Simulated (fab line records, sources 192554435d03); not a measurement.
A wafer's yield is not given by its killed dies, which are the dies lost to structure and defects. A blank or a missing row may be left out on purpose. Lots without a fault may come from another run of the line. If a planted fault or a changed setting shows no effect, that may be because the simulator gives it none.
fab line records	flow n5_finfet
record: lots: 4	wafers: 11	last_day: 17
route steps=1938 shown BEOL_M0_SAQP@652 BEOL_M4@1111 PASSIVATION@1936
lots with no fault: from the same line, run without faults
start_h: hours from the record's opening day to when the first of the lot's shown wafers began	wait_h: hours from the lot's prior step to this one	" unchanged from the row above	L1.1+2: a single row standing in for several wafers	- either no value or no given start	* or withheld: withheld	< > ~ a bound
route shown NAME@n: a module of which the file shows steps, and the number in the route of the first	usual: mean and standard deviation over wafers with no fault	same: alike in all rows	chamber/n: place in a boat	sites: readings site by site	_std_site: the values' standard deviation	_edge_site: outer sites' mean less inner sites'	radius_mm: for every site, how far away it sits from the centre of the wafer	mask NAME#n: copy n	behind: the most recent tool/chamber to have shaped the wafer	hold: why the lot went on hold/how many hours it stayed there/how the hold came to an end	device: the n, p or np transistor that did not switch	end of line: the same wafers' tests at the end of the route	for a step that has no rows: nothing shown but its recipe	killed: dies lost to structure and defects at the first sort, not the wafer's yield	map: a wafer's dies, x killed, . not, _ none there
set.NAME: the setting that was run; set.NAME@STEP: the one run at that earlier step	model.NAME: the simulator's own value behind a step, which no gauge read
certain route steps with their lots: each step a table, each wafer a row
services: from which hour (start_h, from the record's first day; less than 0 if before it) a tool's chamber was out of use, for how many hours, and why
== steps ==
step: N5_BEOL_M0_SAQP_DESCUM_19
recipe: chemistry: O2	time_s: 7.9	source_power_w: 50	bias_power_w: 20	pressure_mtorr: 20	rf_frequency_hz: 2.712e+07	temp_c: 40	resist: CAR-ArF	o2_flow_sccm: 225
step: N5_BEOL_M0_SAQP_ETCH_83
recipe: chemistry: CF4	target: SiARC	target_depth_a: 390	mask_material: CAR-ArF	time_s: 65	ion_energy_ev: 80	pressure_mtorr: 40	source_w: 545	bias_w: 36	Ar_flow_sccm: 100	cf4_flow_sccm: 100	ends: cleared
step: N5_BEOL_M0_SAQP_ETCH_84
recipe: chemistry: N2/H2	target: SOC	target_depth_a: 1000	overetch_a: 200	mask_material: SiARC	temp_c: 40	time_s: 150	ion_energy_ev: 200	pressure_mtorr: 30	source_w: 840	bias_w: 150	n2_flow_sccm: 200	h2_flow_sccm: 200
step: N5_BEOL_M0_SAQP_STRIP_80
recipe: chemistry: N2/H2	temp_c: 40	n2_flow_sccm: 200	h2_flow_sccm: 200	rf_frequency_hz: 6e+07
step: N5_BEOL_M0_SAQP_HM_OPEN_112
recipe: chemistry: CHF3/O2	target: SiO2	stop_on: a-Si	target_depth_a: 120	over_etch_frac: 1.25	mask_material: SOC	time_s: 13.5	pressure_mtorr: 30	source_w: 650	bias_w: 170	Ar_flow_sccm: 200	CHF3_flow_sccm: 50	O2_flow_sccm: 5	ion_energy_ev: 200	ends: end_point
step: N5_BEOL_M0_SAQP_STRIP_113
recipe: chemistry: CHF3/O2	resist: SiARC	rf_frequency_hz: 6e+07
step: N5_BEOL_M0_SAQP_MANDREL_ETCH_20
recipe: target_depth_a: 600	chemistry: HBr/Cl2	target: a-Si	stop_on: SiNx	bt_time_s: 10	mask_material: SOC	over_etch_frac: 0.5	time_s: 30	pressure_mtorr: 10	icp_w: 800	bias_w: 75	HBr_flow_sccm: 150	Cl2_flow_sccm: 80	ends: end_point
step: N5_BEOL_M0_SAQP_STRIP_86
recipe: chemistry: N2/H2	power_w: 500	temp_c: 40	pressure_mtorr: 50	rf_frequency_hz: 6e+07	overash_fraction: 0.3	bias_power_w: 28	h2_frac: 0.5	n2_flow_sccm: 300	h2_flow_sccm: 300
step: N5_BEOL_M0_SAQP_STRIP_115
recipe: chemistry: post_etch_residue_remover	time_s: 60	temp_c: 25	remover_ph: withheld	remover_water_wt_pct: withheld	remover_fluoride_wt_pct: withheld
step: N5_BEOL_M0_SAQP_SRD_93
recipe: dry: ipa_marangoni	time_s: 30	temp_c: 23	rinse_liquid: diw
step: N5_BEOL_M0_SAQP_RECESS_114
recipe: chemistry: HF/NH3	target: SiO2	target_depth_a: 144	afs_cycles: 3	temp_c: 30	sublimation_temp_c: 180	sublimation_time_s: 60
step: N5_BEOL_M0_SAQP_SPACER1_ALD_98
recipe: material: SiO2	target_thk_a: 128	temp_c: 300	ald_precursor_family: BDEAS	ald_co_reactant: O2-plasma	pulse_time_s: 1	purge_time_s: 2	co_reactant_purge_time_s: 2	ald_cycles: 138	pressure_torr: 2
usual: ald_cycles: 138/0	chamber_pressure_Torr: 2.000/0.0047	heater_power_w: 474/45	precursor_pulse_height_rel: 0.996/0.018
lot.wafer	tool	chamber	start_h	wait_h	ald_cycles	chamber_pressure_Torr	heater_power_w	precursor_pulse_height_rel	model.SiO2_of_BEOL_M0_SAQP_SPACER1_ALD_98.thk_nm
L359.1	ald_sin-01	2	153.91	1.7	138	2.009	449	0.997	12.8
L359.3	"	1	"	"	138	2.000	480	1.039	12.8
L359.6	"	2	"	"	138	2.002	453	0.984	12.8
L358.2	ald_sin-01	2	156.74	0.6	138	1.999	448	0.986	12.8
L358.4	"	3	"	"	166	1.997	571	0.981	15.4
L358.5	"	3	"	"	166	2.007	559	1.002	15.4
L361.2	ald_sin-01	0	169.17	0.7	138	1.999	460	1.017	12.8
L361.4	"	3	"	"	166	2.005	563	0.960	15.4
L370.3	ald_sin-02	2	225.63	0.1	138	1.990	475	0.981	12.8
L370.4	"	0	"	"	138	2.004	427	1.010	12.8
L370.5	"	1	"	"	138	1.997	493	0.982	13
step: N5_BEOL_M0_SAQP_SPACER1_ETCHBACK_99
recipe: chemistry: CHF3/O2	mode: anisotropic_etchback	target: SiO2	target_depth_a: 154	time_s: 7.7	pressure_mtorr: 30	source_w: 650	bias_w: 170	Ar_flow_sccm: 200	CHF3_flow_sccm: 50	O2_flow_sccm: 5	ion_energy_ev: 200
step: N5_BEOL_M0_SAQP_MANDREL1_REMOVE_100
recipe: chemistry: HBr/Cl2/O2	bt_time_s: 10	target: a-Si	stop_on: SiNx	endpoint: OES-SiCl	over_etch_frac: 0.85	icp_w: 600	bias_w: 30	HBr_flow_sccm: 150	Cl2_flow_sccm: 80	O2_flow_sccm: 5	pressure_mtorr: 10
usual: drypump_motor_current_A: 5.7/0.42	oes_product_au: 1.003/0.021	throttle_valve_pct: 36.64/0.26
lot.wafer	tool	chamber	start_h	wait_h	drypump_motor_current_A	oes_product_au	rf_hours_counter_h	throttle_valve_pct	model.SiO2_of_BEOL_M0_SAQP_SPACER1_ALD_98.thk_nm	model.BEOL_M0_SAQP.cd_nm
L359.1	rie_si-01	0	154.54	0.1	5.8	1.019	108	36.45	7.4	13
L359.3	"	2	"	"	5.7	0.983	173	36.63	7.4	12.8
L359.6	"	1	"	"	6.1	1.046	-	36.40	7.4	13
L358.2	rie_si-02	0	157.68	0.1	5.3	1.016	35	36.52	7.4	13
L358.4	"	3	"	"	6.4	1.014	160	36.88	10	15.4
L358.5	"	1	"	"	5.4	1.022	-	36.55	10	15.4
L361.2	rie_si-01	1	169.73	0.1	6.1	1.040	58	36.40	7.4	12.8
L361.4	"	2	"	"	5.7	0.973	173	36.62	10	15.2
L370.3	rie_si-02	3	226.19	0.1	6.4	1.023	161	36.87	7.4	13
L370.4	"	2	"	"	6.3	0.996	13	36.78	7.4	13
L370.5	"	3	"	"	6.4	1.010	-	36.86	7.6	13
step: N5_BEOL_M0_SAQP_CD_MEAS_25
recipe: target_cd_nm: 13.1	landing_energy_ev: 1000	detector: se_inlens
usual: cd_nm: 12.85/0.22
lot.wafer	tool	chamber	start_h	wait_h	cd_nm
L359.1	cd_sem-02	0	154.65	0.1	12.66
L359.3	"	0	"	"	12.70
L359.6	"	0	"	"	13.30
L358.2	cd_sem-02	0	157.80	0.1	13.04
L358.4	"	0	"	"	15.44
L358.5	"	0	"	"	15.58
L361.2	cd_sem-02	0	169.84	0.1	12.82
L361.4	"	0	"	"	14.95
L370.3	cd_sem-01	0	226.30	0.1	12.76
L370.4	"	0	"	"	13.25
L370.5	"	0	"	"	12.62
step: N5_BEOL_M0_SAQP_ETCH_101
recipe: chemistry: CH3F/O2	target: SiNx	mask_material: SiO2	target_depth_a: 299	time_s: 42.7	pressure_mtorr: 30	source_w: 395	bias_w: 73	Ar_flow_sccm: 150	CH3F_flow_sccm: 30	O2_flow_sccm: 20	ion_energy_ev: 120
step: N5_BEOL_M0_SAQP_ETCH_102
recipe: chemistry: CF4	target: SiO2	target_depth_a: 40	ion_energy_ev: 350	time_s: 4.4	pressure_mtorr: 10	icp_w: 800	bias_w: 400	cf4_flow_sccm: 80
step: N5_BEOL_M0_SAQP_MANDREL_ETCH_103
recipe: chemistry: HBr/Cl2	target: a-Si	target_depth_a: 450	bt_time_s: 10	stop_on: SiCN	mask_material: SiO2	over_etch_frac: 0.8	time_s: 27	pressure_mtorr: 10	icp_w: 800	bias_w: 75	HBr_flow_sccm: 150	Cl2_flow_sccm: 80	ends: end_point
step: N5_BEOL_M0_SAQP_RECESS_104
recipe: chemistry: HF/NH3	target: SiO2	target_depth_a: 180	afs_cycles: 3	temp_c: 30	sublimation_temp_c: 180	sublimation_time_s: 60
step: N5_BEOL_M0_SAQP_COAT_105
recipe: resist: SOC	temp_c: 250	time_s: 60	spin_rpm: 1500	resist_thk_nm: 100
step: N5_BEOL_M0_SAQP_ETCH_106
recipe: chemistry: N2/H2	target: SOC	target_depth_a: 1500	stop_on: SiNx	ion_energy_ev: 100	bias_w: 61	pressure_mtorr: 30	source_w: 850	n2_flow_sccm: 200	h2_flow_sccm: 200
step: N5_BEOL_M0_SAQP_ETCH_107
recipe: chemistry: CH3F/O2	target: SiNx	target_depth_a: 300	mask_material: SOC	pressure_mtorr: 30	source_w: 395	bias_w: 73	Ar_flow_sccm: 150	CH3F_flow_sccm: 30	O2_flow_sccm: 20	ion_energy_ev: 120
step: N5_BEOL_M0_SAQP_STRIP_108
recipe: chemistry: N2/H2	power_w: 500	temp_c: 40	pressure_mtorr: 50	rf_frequency_hz: 6e+07	overash_fraction: 0.3	bias_power_w: 28	h2_frac: 0.5	n2_flow_sccm: 300	h2_flow_sccm: 300
step: N5_BEOL_M0_SAQP_RECESS_109
recipe: chemistry: HF/NH3	target: SiO2	target_depth_a: 30	afs_cycles: 1	temp_c: 30	sublimation_temp_c: 180	sublimation_time_s: 60
step: N5_BEOL_M0_SAQP_SPACER2_ALD_26
recipe: material: SiO2	target_thk_a: 150	temp_c: 300	ald_precursor_family: BDEAS	ald_co_reactant: O2-plasma	pulse_time_s: 1	purge_time_s: 2	co_reactant_purge_time_s: 2	pressure_torr: 2
step: N5_BEOL_M0_SAQP_SPACER2_ETCHBACK_27
recipe: chemistry: CHF3/O2	mode: anisotropic_etchback	target: SiO2	target_depth_a: 225	time_s: 11.25	pressure_mtorr: 30	source_w: 650	bias_w: 170	Ar_flow_sccm: 200	CHF3_flow_sccm: 50	O2_flow_sccm: 5	ion_energy_ev: 200
step: N5_BEOL_M0_SAQP_MANDREL2_REMOVE_110
recipe: chemistry: HBr/Cl2/O2	bt_time_s: 10	target: a-Si	stop_on: SiCN	endpoint: OES-SiCl	over_etch_frac: 1	icp_w: 600	bias_w: 30	HBr_flow_sccm: 150	Cl2_flow_sccm: 80	O2_flow_sccm: 5	pressure_mtorr: 10
step: N5_BEOL_M0_SAQP_COAT_69
recipe: resist: SOC	temp_c: 250	time_s: 60	spin_rpm: 1500	resist_thk_nm: 90
step: N5_BEOL_M0_SAQP_COAT_72
recipe: resist: SiARC	temp_c: 220	time_s: 60	spin_rpm: 1500	resist_thk_nm: 15
step: N5_BEOL_M0_SAQP_COAT_87
recipe: resist: underlayer	temp_c: 205	time_s: 60	spin_rpm: 1500	resist_thk_nm: 5
step: N5_BEOL_M0_SAQP_COAT_34
recipe: resist: CAR-EUV	spin_rpm: 1500	resist_thk_nm: 30
step: N5_BEOL_M0_SAQP_EBR_36
recipe: solvent: PGMEA	ebr_width_mm: 1.5
step: N5_BEOL_M0_SAQP_SOFTBAKE_35
recipe: temp_c: 110	time_s: 60	resist: CAR-EUV
step: N5_BEOL_M0_SAQP_EXPOSE_37
recipe: mask_id: M0_CUT1	na: 0.33	source_shape: annular	sigma_inner: 0.35	sigma_outer: 0.8	polarization: unpolarized	target_cd_nm: 30	dose_mj: 44.75
step: N5_BEOL_M0_SAQP_PEB_38
recipe: peb_temp_c: 100	peb_time_s: 60	resist: CAR-EUV
step: N5_BEOL_M0_SAQP_DEVELOP_39
recipe: develop_time_s: 30	developer: TMAH	resist: CAR-EUV	rinse_liquid: surfactant_rinse	dry: air_spin	dev_temp_c: 23
step: N5_BEOL_M0_SAQP_DESCUM_45
recipe: chemistry: O2	time_s: 7	source_power_w: 50	bias_power_w: 20	pressure_mtorr: 20	rf_frequency_hz: 2.712e+07	temp_c: 40	resist: CAR-EUV	o2_flow_sccm: 225
step: N5_BEOL_M4_RC_MEAS_101
usual: DIBL_N: 35.6/1.7	DIBL_P: 35.0/2	IOFF_N: 0.148/0.027	IOFF_P: 0.19/0.032	ION_N: 671/14	ION_P: 460/9.1	SS_N: 71.3/0.62	SS_P: 73.0/0.64	VT_N: 251/3.2	VT_P: -251.5/2.9
lot.wafer	tool	chamber	start_h	wait_h	DIBL_N[mV/V]	DIBL_P[mV/V]	IOFF_N[nA/um]	IOFF_P[nA/um]	ION_N[uA/um]	ION_P[uA/um]	SS_N[mV/dec]	SS_P[mV/dec]	VT_N[mV]	VT_P[mV]
L358.2	prober-02	0	215.76	0.2	35.3	34.3	0.155	0.19	677	456	71.8	73.3	249	-252.8
L359.1	prober-02	0	217.39	0.0	35.7	34.8	0.150	0.21	679	469	71.5	72.9	251	-249.0
L359.3	"	0	"	"	37.2	37.8	0.198	0.27	692	481	71.6	74.5	245	-244.9
L359.6	"	0	"	"	34.9	34.9	0.145	0.21	679	471	71.1	73.0	252	-246.8
L361.2	prober-01	0	249.09	0.6	34.4	36.7	0.149	0.25	679	471	71.1	74.1	249	-246.7
L370.3	prober-01	0	300.25	0.3	35.0	33.5	0.138	0.17	693	474	70.8	72.3	250	-252.8
L370.4	"	0	"	"	34.7	32.3	0.114	0.15	657	457	70.9	72.1	254	-255.0
L370.5	"	0	"	"	36.6	34.5	0.151	0.19	656	459	71.8	73.2	253	-250.2
step: N5_PASSIVATION_PROBE_49
usual: defect_limited_yield: 91.2/1.6	killed_at_M0_to_M3: 35/11	killed_at_M4_up: 14/5.4	killed_at_contacts: 13/6	killed_at_front_end: 38/11	killed_at_other: 3.4/2.6	killed_dies: 104/19	killed_on_rim: 13/3.9	killed_open: 68/13	killed_short: 34/8.5	sort_bin_5_function: 5.1/1	sort_bin_6_memory: 3.3/0.72	sort_n_pass: 1075/22	sort_yield_pct: 91.1/1.9
same: gross_dies: 1180	killed_at_back_side: 0	sort_bin_4_leakage[%]: 0	sort_bin_8_speed[%]: 0
lot.wafer	tool	chamber	start_h	wait_h	defect_limited_yield[%]	killed_at_M0_to_M3	killed_at_M4_up	killed_at_contacts	killed_at_front_end	killed_at_other	killed_dies	killed_on_rim	killed_open	killed_short	sort_bin_5_function[%]	sort_bin_6_memory[%]	sort_n_pass	sort_yield_pct[%]
L358.2	prober-01	-	333.53	0.1	91.4	40	22	4	34	1	101	15	69	32	4.8	3.5	1079	91.4
L358.4	prober-01	-	333.63	0.2	0	1112	10	15	40	3	1180	152	69	30	96.0	3.2	0	0
L358.5	prober-01	-	333.68	0.2	0	1130	14	4	30	2	1180	152	49	29	97.8	2.0	0	0
L361.2	prober-02	-	355.92	0.1	91.9	31	11	11	39	4	96	13	72	23	4.2	3.6	1084	91.9
killed by level:class
L358.2 BEOL_M4:geometric_particle:open=11 BEOL_M0_SAQP:geometric_particle:short=9 BEOL_M3:geometric_particle:open=9 FIN_SAQP:geometric_particle:short=7 BEOL_M2:geometric_particle:open=7 FIN_SAQP:geometric_particle:open=6 BEOL_M0_SAQP:geometric_particle:open=6 STI_FIN_REVEAL:geometric_particle:open=4
L358.4 BEOL_M0_SAQP:area_ald=1075 MOL_CONTACT_COAG:geometric_particle:open=11 BEOL_M2:geometric_particle:open=9 BEOL_M3:geometric_particle:open=8 BEOL_M1:geometric_particle:open=7 FIN_SAQP:geometric_particle:open=5 GATE_CUT:geometric_particle:short=5 BEOL_M2:geometric_particle:short=5
L358.5 BEOL_M0_SAQP:area_ald=1101 BEOL_M3:geometric_particle:open=11 FIN_SAQP:geometric_particle:short=8 BEOL_M0_SAQP:geometric_particle:short=6 GATE_CUT:geometric_particle:open=5 DUMMY_GATE:geometric_particle:open=4 GATE_CUT:geometric_particle:short=4 BEOL_M0_SAQP:geometric_particle:open=4
L361.2 BEOL_M0_SAQP:geometric_particle:open=11 MOL_CONTACT_COAG:geometric_particle:open=9 DUMMY_GATE:geometric_particle:open=8 FIN_SAQP:geometric_particle:open=5 STI_FIN_REVEAL:geometric_particle:open=5 STARTING-WAFER:geometric_particle:short=5 GATE_CUT:geometric_particle:short=4 GATE_CUT:geometric_particle:open=4
map L358.4 (x killed, . not)
_________________xxxxxxxxxxxx________________
______________xxxxxxxxxxxxxxxxxx_____________
___________xxxxxxxxxxxxxxxxxxxxxxxx__________
__________xxxxxxxxxxxxxxxxxxxxxxxxxx_________
________xxxxxxxxxxxxxxxxxxxxxxxxxxxxxx_______
_______xxxxxxxxxxxxxxxxxxxxxxxxxxxxxxxx______
______xxxxxxxxxxxxxxxxxxxxxxxxxxxxxxxxxx_____
_____xxxxxxxxxxxxxxxxxxxxxxxxxxxxxxxxxxxx____
____xxxxxxxxxxxxxxxxxxxxxxxxxxxxxxxxxxxxxx___
___xxxxxxxxxxxxxxxxxxxxxxxxxxxxxxxxxxxxxxxx__
___xxxxxxxxxxxxxxxxxxxxxxxxxxxxxxxxxxxxxxxx__
__xxxxxxxxxxxxxxxxxxxxxxxxxxxxxxxxxxxxxxxxxx_
__xxxxxxxxxxxxxxxxxxxxxxxxxxxxxxxxxxxxxxxxxx_
_xxxxxxxxxxxxxxxxxxxxxxxxxxxxxxxxxxxxxxxxxxxx
_xxxxxxxxxxxxxxxxxxxxxxxxxxxxxxxxxxxxxxxxxxxx
_xxxxxxxxxxxxxxxxxxxxxxxxxxxxxxxxxxxxxxxxxxxx
_xxxxxxxxxxxxxxxxxxxxxxxxxxxxxxxxxxxxxxxxxxxx
_xxxxxxxxxxxxxxxxxxxxxxxxxxxxxxxxxxxxxxxxxxxx
_xxxxxxxxxxxxxxxxxxxxxxxxxxxxxxxxxxxxxxxxxxxx
_xxxxxxxxxxxxxxxxxxxxxxxxxxxxxxxxxxxxxxxxxxxx
_xxxxxxxxxxxxxxxxxxxxxxxxxxxxxxxxxxxxxxxxxxxx
__xxxxxxxxxxxxxxxxxxxxxxxxxxxxxxxxxxxxxxxxxx_
__xxxxxxxxxxxxxxxxxxxxxxxxxxxxxxxxxxxxxxxxxx_
___xxxxxxxxxxxxxxxxxxxxxxxxxxxxxxxxxxxxxxxx__
___xxxxxxxxxxxxxxxxxxxxxxxxxxxxxxxxxxxxxxxx__
____xxxxxxxxxxxxxxxxxxxxxxxxxxxxxxxxxxxxxx___
_____xxxxxxxxxxxxxxxxxxxxxxxxxxxxxxxxxxxx____
______xxxxxxxxxxxxxxxxxxxxxxxxxxxxxxxxxx_____
_______xxxxxxxxxxxxxxxxxxxxxxxxxxxxxxxx______
________xxxxxxxxxxxxxxxxxxxxxxxxxxxxxx_______
__________xxxxxxxxxxxxxxxxxxxxxxxxxx_________
___________xxxxxxxxxxxxxxxxxxxxxxxx__________
______________xxxxxxxxxxxxxxxxxx_____________
_________________xxxxxxxxxxxx________________
map L361.2 (x killed, . not)
_________________..x........x________________
______________..........x.xx...._____________
___________............xx..xx......__________
__________.x........x....x.........._________
________...........x...............x.._______
_______........x.......................______
______.......xx...........xx............_____
_____..........................x........x____
____.............x.......xx...............___
___x........x.......................x....x.__
___...................................xx...__
__........x......................x.........._
__....x.x...........................x......._
_x..........................x..x...........x.
_.........x.........x.....x..xx.....x........
_.........x..x...............................
_............x................x..............
_........x.................x..x....x.........
_....................................x..x....
_........................................x...
_.......................x..............xxx...
__..x..x...x.......x..........x............._
__..............x.........................x._
___............x....x......................__
___x....x.....................x.........x..__
____.............................xxx......___
_____.....x.........................x....____
______.....................x......x..x.._____
_______.x....x...x.x......x..x.........______
________........x............x........_______
__________..x.x..........x...x......_________
___________......x.........x.......__________
______________.................._____________
_________________....x.......________________
== services ==
tool	chamber	start_h	hours	kind
ald_sin-02	3	223.43	9.2	repair
== key ==
first_sign: step: N5_BEOL_M0_SAQP_SPACER1_ALD_98	reading: ald_cycles	direction: up	sigmas: 99+	usual: *	struck: *
effect: step: N5_BEOL_M0_SAQP_CD_MEAS_25	reading: cd_nm	direction: up	sigmas: 11	usual: 12.85	struck: 15.33
effect: step: N5_PASSIVATION_PROBE_49	reading: killed_at_M0_to_M3	direction: up	sigmas: 99+	usual: 35	struck: 1121
model_effect: step: N5_BEOL_M0_SAQP_SPACER1_ALD_98	value: SiO2_of_BEOL_M0_SAQP_SPACER1_ALD_98.thk_nm	without: 12.8	struck: 15.4
model_effect: step: N5_BEOL_M0_SAQP_MANDREL1_REMOVE_100	value: SiO2_of_BEOL_M0_SAQP_SPACER1_ALD_98.thk_nm	without: 7.4	struck: 10
more_kills_born_at: N5_BEOL_M0_SAQP_SPACER1_ALD_98@ald_sin-01: 2176
met_at N5_BEOL_M0_SAQP_SPACER1_ALD_98
struck_wafers L358.4,L358.5,L361.4
rows_end L361.4
later_rows_left_out L358.4,L358.5
fault: kind: process_parameter_drift	tool: ald_sin-01	chamber: 3	onset_h: 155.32	steps: N5_BEOL_M0_SAQP_SPACER1_ALD_98	channel: ald_cycles	offset: *	shape: step	acts_in: *	stated: *
later_rows_left_out: the simulator's readings of these wafers behind a module that went badly wrong aren't trusted and aren't shown, but for the sort
rows_end: these wafers met a further fault down the route, and their rows from its step on are left out
